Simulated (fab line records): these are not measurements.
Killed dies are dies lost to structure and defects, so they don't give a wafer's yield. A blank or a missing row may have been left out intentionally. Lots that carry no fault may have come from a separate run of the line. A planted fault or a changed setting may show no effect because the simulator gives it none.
A lot that was struck, set against a sound lot | flow n5_finfet | 14 steps out of a route of 1938
Sound: wafers L510.2, L510.3, L510.5. The struck wafers were L504.1, L504.3, L504.5. Last of all comes the cause.
At each step with rows: each side's tool, then ch and its chambers, then its first start. Under that, the readings that differ: sound wafers | struck wafers | difference of the means | sigmas: that difference in standard deviations of wafers without a fault.
alike: readings whose means differ by less than 2 such deviations, and words and numbers that are the same on both sides. not compared: withheld readings, readings that some wafer has no value for, bounds like >300 that may hide the same value, and numbers for which the record gives no deviation and whose values overlap.
Wherever a step has rows on one side only, a row that says differs or no value, or a row with sigmas, the two part there. Non-overlapping numbers with no deviation appear without sigmas and do not part them. A reading missing from all wafers of one side parts the sides only when that side holds two or more wafers.

first, 3 steps without rows for these wafers: N5_SD_EPI_P_PRECLEAN_51 (cleans in NF3:NH3, afs cycles 1, time 20 s, sublimation time 60 s); N5_SD_EPI_P_VAPOR_ETCH_44 (etches SiGe30 in NF3/Ar, time 3.3 s); N5_SD_EPI_P_EPI_21 (deposits SiGe:B, time 355 s).
N5_SD_EPI_P_EPI_MEAS_23:
  struck on film_metro-02, day 5 14:06; sound on film_metro-02, day 7 08:41
  alike: thk_nm
then, 6 steps without rows for these wafers: N5_SD_EPI_P_HM_STRIP_48 (strips SiNx in H3PO4, material SiNx, target depth 3 nm); N5_SD_EPI_P_SRD_49 (time 30 s); N5_SD_EPI_P_PRECLEAN_24 (cleans in O3/DIW, time 45 s); N5_SD_EPI_P_PRECLEAN_32 (cleans in dHF, time 10 s); N5_SD_EPI_P_PRECLEAN_33 (cleans in SC2, time 45 s); N5_SD_EPI_P_SRD_25 (time 30 s).
N5_SD_EPI_P_INSPECT_26: inspects for defects (darkfield).
  struck on defect_inspect-01, day 5 14:16; sound on defect_inspect-02, day 7 08:51
  alike: raw_defect_count
N5_SD_ACTIVATION_RTA_00: time 0 s.
  sound on rtp_anneal-01 ch 0, day 7 09:06; struck on rtp_anneal-02 ch 0, day 5 14:21
  alike: lamp_power_pct, lamp_zone_1_pct, lamp_zone_4_pct, wafer_temp_C_max
N5_SD_ACTIVATION_LSA_01: time 0.0008 s.
  sound on laser_anneal-01 ch 0, day 7 09:18; struck on laser_anneal-02 ch 0, day 5 14:33
  reading          | sound                | struck               | difference | sigmas
  wafer_temp_C_max | 1085.8 1085.8 1088.3 | 1094.2 1092.6 1094.1 | +7.0       | +5
-- record jumps: 9 days separate the struck wafers' starts on either side; left off in module SD_ACTIVATION, taken up again in module PASSIVATION, whose first shown step is the route's number 1936 --
N5_PASSIVATION_PROBE_49:
  struck on prober-01, day 14 20:20; sound on prober-02, day 16 11:37
  reading             | sound    | struck   | difference | sigmas
  killed_at_front_end | 16 44 21 | 60 57 26 | +21        | +2
  alike: killed_at_M0_to_M3, killed_at_M4_up, killed_at_contacts, killed_at_other, killed_dies, killed_open, killed_short

== WHERE THEY PART ==
Last at N5_PASSIVATION_PROBE_49 as far as this record goes, first at N5_SD_ACTIVATION_LSA_01.

WHY: what had been put in by the simulator
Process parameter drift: laser_anneal-02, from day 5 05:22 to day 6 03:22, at N5_SD_ACTIVATION_LSA_01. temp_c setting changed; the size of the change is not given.
